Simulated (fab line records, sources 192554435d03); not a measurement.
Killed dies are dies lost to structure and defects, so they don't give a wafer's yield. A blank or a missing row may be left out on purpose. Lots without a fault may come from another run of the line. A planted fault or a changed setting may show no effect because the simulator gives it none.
A struck lot beside a sound one | flow n5_finfet | 16 steps out of a route of 1938
Sound: wafers L556.3, L556.4, L556.6. Struck: wafer L573.5. (L573.1 of the same lot was not struck and is left out.) The cause comes at the end.
At each step with rows: each side's tool, then ch and its chambers, then its first start. Under that, the readings that differ: sound wafers | struck wafers | difference of the means | sigmas: that difference in standard deviations of wafers without a fault.
alike: readings whose means differ by less than 2 such deviations, and words and numbers that are the same on both sides. not compared: withheld readings, readings that some wafer has no value for, bounds like >300 that may hide the same value, and numbers for which the record gives no deviation and whose values overlap.
The two part at a step that has a row with sigmas, a row that says differs or no value, or rows on one side only. Numbers that don't overlap but have no deviation are shown without sigmas and don't part them. A reading that every wafer of one side lacks parts them only if that side has two wafers or more.

N5_MOL_CONTACT_COAG_OVL_MEAS_85:
  sound on overlay-02 ch 0, day 5 16:23; struck on overlay-02 ch 0, day 9 20:50
  alike: VG_OVL
N5_MOL_CONTACT_COAG_INSPECT_57: inspects for defects (brightfield).
  sound on defect_inspect-01, day 5 16:26; struck on defect_inspect-02, day 9 20:53
  alike: raw_defect_count
N5_MOL_CONTACT_COAG_DESCUM_88: chemistry O2, time 7 s.
  sound on rie_diel-05 ch 0,3, day 5 16:28; struck on rie_diel-05 ch 2, day 9 20:59
  alike: bias_power_w, drypump_motor_current_A, oes_product_au, rf_vpp_V, showerhead_plenum_p_Torr, throttle_valve_pct
  not compared: rf_hours_counter_h
N5_MOL_CONTACT_COAG_ETCH_89: etches underlayer in N2/H2, target depth 13 nm, time 10.4 s.
  sound on rie_diel-05 ch 0,3, day 5 16:30; struck on rie_diel-05 ch 2, day 9 21:02
  reading               | sound           | struck | difference | sigmas
  etch_rf_on_time_s (s) | 9.94 9.87 10.42 | 10.68  | +0.60      | +2
  alike: bias_w, drypump_motor_current_A, oes_product_au, rf_vpp_V, showerhead_plenum_p_Torr, throttle_valve_pct
  not compared: rf_hours_counter_h
N5_MOL_CONTACT_COAG_ETCH_90: etches SiARC in CF4, target depth 13 nm, time 21.7 s.
  sound on rie_diel-05 ch 0,3, day 5 16:31; struck on rie_diel-05 ch 2, day 9 21:03
  reading               | sound            | struck | difference | sigmas
  etch_rf_on_time_s (s) | 20.5 20.6 21.8   | 22.3   | +1.3       | +3
  mfc_ar_sccm (sccm)    | 100.2 99.6 100.0 | 100.7  | +0.8       | +2
  alike: bias_w, drypump_motor_current_A, oes_product_au, rf_vpp_V, showerhead_plenum_p_Torr, throttle_valve_pct
  not compared: rf_hours_counter_h
N5_MOL_CONTACT_COAG_ALD_131: deposits SiO2, target thk 5 nm, pulse time 1 s, co reactant pulse time 1 s.
  sound on ald_sin-03 ch 2,3, day 5 16:36; struck on ald_sin-04 ch 1, day 9 21:08
  alike: heater_power_w, precursor_pulse_height_rel
N5_MOL_CONTACT_COAG_ETCHBACK_132: etches SiO2 in CHF3, target depth 10 nm, time 6.7 s.
  sound on rie_diel-02 ch 0,2, day 5 16:50; struck on rie_diel-02 ch 3, day 9 21:25
  alike: bias_w, drypump_motor_current_A, mfc_ar_sccm, oes_product_au, rf_vpp_V, showerhead_plenum_p_Torr, throttle_valve_pct
  not compared: rf_hours_counter_h
then, 5 steps without rows for these wafers: N5_MOL_CONTACT_COAG_ETCH_91 (etches SOC in N2/H2, target depth 60 nm, overetch 21 nm, time 101.2 s); N5_MOL_CONTACT_COAG_STRIP_92 (strips in N2/H2); N5_MOL_CONTACT_COAG_STRIP_93 (strips in N2/H2); N5_MOL_CONTACT_COAG_ETCHBACK_135 (etches SiO2 in CHF3, target depth 25 nm, time 16.7 s); N5_MOL_CONTACT_COAG_STRIP_118 (strips in CHF3).
N5_MOL_CONTACT_COAG_VIA_ETCH_46: etches SiO2 in C4F6/O2, target depth 46 nm, overetch 9.2 nm, time 40 s.
  sound on rie_diel-02 ch 0,2, day 5 16:59; struck on rie_diel-02 ch 3, day 9 21:34
  reading                                           | sound          | struck | difference | sigmas
  model.SOC_of_MOL_CONTACT_COAG_COAT_75.thk_nm (nm) | 50.6 50.8 50.6 | 51.2   | +0.5       |
  alike: C4F6_flow_sccm, bias_w, drypump_motor_current_A, mfc_ar_sccm, oes_product_au, rf_vpp_V, showerhead_plenum_p_Torr, throttle_valve_pct
  not compared: rf_hours_counter_h
then, 1 step without rows for these wafers: N5_MOL_CONTACT_COAG_STRIP_96 (strips in N2/H2).
-- the record jumps here: 3 days lie between the struck wafers' starts before and after (it left off in module MOL_CONTACT_COAG and takes up again in module BEOL_M4, whose first step shown is number 1111 of the route) --
N5_BEOL_M4_RC_MEAS_101:
  sound on prober-02 ch 0, day 9 08:33; struck on prober-01 ch 0, day 12 20:19
  alike: DIBL_N, DIBL_P, IOFF_N, IOFF_P, ION_N, ION_P, SS_N, SS_P, VT_N, VT_P
-- the record jumps here: 5 days lie between the struck wafers' starts before and after (it left off in module BEOL_M4 and takes up again in module PASSIVATION, whose first step shown is number 1936 of the route) --
N5_PASSIVATION_PROBE_49:
  the record has rows for the struck wafers here (prober-01, day 17 16:16) and none for the sound ones

WHERE THEY PART
First at N5_MOL_CONTACT_COAG_ETCH_89; last, within this record, at N5_PASSIVATION_PROBE_49.

WHY: what the simulator had put in
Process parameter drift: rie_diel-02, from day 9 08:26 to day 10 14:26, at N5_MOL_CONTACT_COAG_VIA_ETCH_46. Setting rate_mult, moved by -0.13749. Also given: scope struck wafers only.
